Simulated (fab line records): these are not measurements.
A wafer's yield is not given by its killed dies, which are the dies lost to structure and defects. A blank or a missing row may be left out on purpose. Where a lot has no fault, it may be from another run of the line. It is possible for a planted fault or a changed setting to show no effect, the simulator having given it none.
Matching of chambers -- flow nand harc -- NHARC_P_ZERO_WELL_ETCH_63 on rie si-02 has 4 sister chambers
The step etches the open film in HBr/Cl2, target depth 120 nm, time 40.1 s. 8 wafers are shown with their chamber, then 7 later ones without.

WAFERS WITH THEIR CHAMBER
wafer,chamber,drypump motor current A (A),oes product au (a.u.)
L135.1,2,5.7,1.001
L144.1,2,5.7,0.995
L148.4,1,5.0,1.002
L149.2,0,5.7,1.009
L149.4,3,5.4,0.980
L149.5,0,5.6,1.019
L152.1,1,5.0,0.999
L152.3,3,5.4,0.981

WAFERS WITHOUT THEIR CHAMBER
wafer,drypump motor current A (A),oes product au (a.u.)
L152.4,5.0,1.002
L153.1,5.4,0.984
L153.2,5.0,0.987
L153.3,5.7,0.991
L155.2,5.4,0.977
L155.3,5.0,0.989
L155.6,5.0,0.993

WHICH CHAMBER EACH WENT THROUGH
wafer,from the rows above,in truth
L152.4,1,1
L153.1,3,3
L153.2,1,1
L153.3,2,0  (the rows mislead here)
L155.2,3,3
L155.3,1,1
L155.6,1,1
Correct placement for 6 of the 7. Number that these rows cannot place: 0. Placed wrongly: 1.
How it was worked out, from the rows above alone: a wafer's distance from a chamber is the root of the sum, over the readings, of the square of ((its reading less the chamber's mean) divided by the reading's scatter). The wafer belongs to the nearest chamber; if the next one is less than 2 further off, it can't be placed. Each chamber's mean is taken over the wafers shown for it. The scatter: the root of (the sum of the squares of (reading less its chamber's mean) over the shown wafers, divided by (wafers less chambers)).
